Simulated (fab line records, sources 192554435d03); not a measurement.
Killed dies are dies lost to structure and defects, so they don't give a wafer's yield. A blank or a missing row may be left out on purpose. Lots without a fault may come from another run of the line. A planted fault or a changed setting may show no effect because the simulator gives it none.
Problem report in the 8D (eight disciplines) form, filled by code | flow n5_finfet | the parts of the form that need people (team, actions taken, sign-off) are left out

1. THE PROBLEM
M6_ILD_THK at N5_BEOL_M6_THK_MEAS_01 reads a mean of 146.2 nm on 6 wafers of 2 lots; wafers without a fault read 155.4 nm with a standard deviation of 1.6. That is -5.8 standard deviations from the usual mean.
First seen on wafer L842.1, day 11 22:02, on film_metro-02. The record holds 33 wafers of 11 lots with a number at this step. Rule for "out", or "out of limits": more than 4 standard deviations from the usual mean. The other wafers with a number count as sound.

2. WHAT IT IS AND WHAT IT IS NOT
question                    | is                           | is not
which readings at this step | M6_ILD_THK                   | -
which lots                  | L842, L844                   | L833, L835, L836, L837, L845, L849, L853, L855, L856
which wafers of those lots  | all that have a number       | -
read on which gauges        | film_metro-01, film_metro-02 | -
when                        | from day 11 22:02            | up to then (12 sound wafers); but 15 sound wafers of L845, L849, L853, L855, L856 came after

3. SUSPECTS, AND WHAT RULES EACH OUT
Counting: a tool at a process step up to the reading stays a suspect if it ran every lot that is out and no sound lot after the first of them.
- the gauge at N5_BEOL_M6_THK_MEAS_01: ruled out. The wafers that are out were read on 2 gauges (film_metro-01, film_metro-02).
- pecvd-01 at N5_BEOL_M6_ILD_DEP_00 (deposits SiCOH lowk from DEMS/porogen, target thk 179.75 nm, time 33.4 s): kept. It ran every lot that is out, first L842 (day 11 21:26), and no sound lot after that; its last sound lot up to then is L837 (day 10 09:58). Its own readings are out on those wafers: susceptor_temp_C.
Left after counting: pecvd-01 at N5_BEOL_M6_ILD_DEP_00.

4. THE CAUSE (what the simulator had put in)
Process parameter drift: pecvd-01, from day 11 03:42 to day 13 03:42, at N5_BEOL_M6_ILD_DEP_00. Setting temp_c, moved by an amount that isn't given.
Counting left only this tool.

5. THE CHAIN OF EFFECTS, in route order
Each row: a reading whose mean over the struck wafers that have a number lies more than 3 standard deviations from the usual. Only readings for which the record gives a usual standard deviation are gone through. hours: the time from each lot's start at the first step in this table that gives one to its start at this step, as a median over the lots. sigmas: the change in usual standard deviations.
hours | step                   | reading          | usual    | on struck wafers | change | sigmas
0     | N5_BEOL_M6_ILD_DEP_00  | susceptor_temp_C | 300.01 C | 310.79           | +10.78 | +54
1     | N5_BEOL_M6_THK_MEAS_01 | M6_ILD_THK       | 155.4 nm | 146.2            | -9.2   | -5.8
The process steps in it:
- N5_BEOL_M6_ILD_DEP_00: deposits SiCOH lowk from DEMS/porogen, target thk 179.75 nm, time 33.4 s.

6. WHAT WOULD HAVE CAUGHT IT SOONER
In this record the first reading out of limits at a measuring or inspecting step was taken at day 11 22:02, 18 hours after the fault began at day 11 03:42.
The tool's own readings at N5_BEOL_M6_ILD_DEP_00 were out on every struck wafer that the step has a row for (susceptor_temp_C): an alarm limit on them would have fired on the first of those.
Of the lots that are out (2), L844 began N5_BEOL_M6_ILD_DEP_00 on pecvd-01 after day 11 22:02. A hold on the tool at that time would have spared it.
